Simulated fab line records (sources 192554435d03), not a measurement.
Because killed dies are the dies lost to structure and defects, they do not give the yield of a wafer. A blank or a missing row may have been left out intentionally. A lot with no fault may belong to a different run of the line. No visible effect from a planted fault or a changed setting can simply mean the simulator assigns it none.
3 desks looking at one fault    flow n5_finfet    what lay behind the numbers comes last; until then each desk has only its own

THE DEFECT DESK
Counts from the inspections along the route, per lot, as means over the sampled wafers that have a number. Marked OUT: a lot whose mean sits more than 4 standard deviations from the usual mean, which makes it out of limits; the brackets give that distance.
Columns: A = raw_defect_count at N5_MIM_TOP_LITHO_INSPECT_12, usual 2.0
lot   first seen here  A
L633  day 13 17:59     2.0
L634  day 13 21:01     2.0
L635  day 14 07:47     1.0
L642  day 16 21:20     1.7
L645  day 17 09:23     2.0
L646  day 17 17:35     1.0
This desk's verdict: no lot among the 6 shows anything out of limits.

TOOL OWNER'S DESK, krf_scanner-01
The tool's own readings at N5_MIM_TOP_LITHO_EXPOSE_05 (exposes mask MIM TOP, target cd 2000 nm): means of the sampled wafers that have a number, for each lot that ran on this tool. Marked OUT: a lot whose mean sits more than 4 standard deviations from the usual mean, which makes it out of limits; the brackets give that distance.
Columns: A = exposure_dose_mJ_cm2 at N5_MIM_TOP_LITHO_EXPOSE_05, usual 20.479
lot   first seen here  A
L633  day 13 17:45     20.480
L642  day 16 21:07     18.531 (-89) OUT
L646  day 17 17:22     18.881 (-73) OUT
This desk's verdict: out of limits on L642, L646, starting with L642 at day 16 21:07 (exposure_dose_mJ_cm2 at N5_MIM_TOP_LITHO_EXPOSE_05). In limits: L633.

AT THE METROLOGY DESK
What the gauges read, lot by lot, whatever tool the lot ran on: means of the sampled wafers that have a number. Marked OUT: a lot whose mean sits more than 4 standard deviations from the usual mean, which makes it out of limits; the brackets give that distance.
Columns: A = cd_nm at N5_MIM_TOP_LITHO_CD_MEAS_08, usual 1998.4 nm; B = MIM_TOP_OVL at N5_MIM_TOP_LITHO_OVL_MEAS_11, usual -5 nm
lot   first seen here  A                  B
L633  day 13 17:55     1997.1             -2
L634  day 13 20:58     1998.5             0
L635  day 14 07:44     1995.1             -2
L642  day 16 21:17     2016.8 (+8.7) OUT  -6
L645  day 17 09:20     1999.1             -0
L646  day 17 17:32     2011.3 (+6.1) OUT  -6
This desk's verdict: out of limits on L642, L646, starting with L642 at day 16 21:17 (cd_nm at N5_MIM_TOP_LITHO_CD_MEAS_08). In limits: L633, L634, L635, L645.

PUT TOGETHER
On L642, L646, at day 16 21:07, an alarm was possible from the tool owner's desk.
The metrology desk could have raised an alarm at day 16 21:17, on L642, L646.
The defect desk saw nothing out of limits.
The defect desk has L642, L646 on record, within its limits.
Of the lots named, all ran N5_MIM_TOP_LITHO_EXPOSE_05 on krf_scanner-01.

WHAT THE SIMULATOR HAD PUT IN
Drift in process parameters on krf_scanner-01 at N5_MIM_TOP_LITHO_EXPOSE_05, starting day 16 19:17. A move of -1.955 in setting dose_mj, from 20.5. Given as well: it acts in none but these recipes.
Struck lots among those shown: L642, L646.
Fault start to first reading out of limits, in hours, per desk: tool owner, 2; metrology, 2.
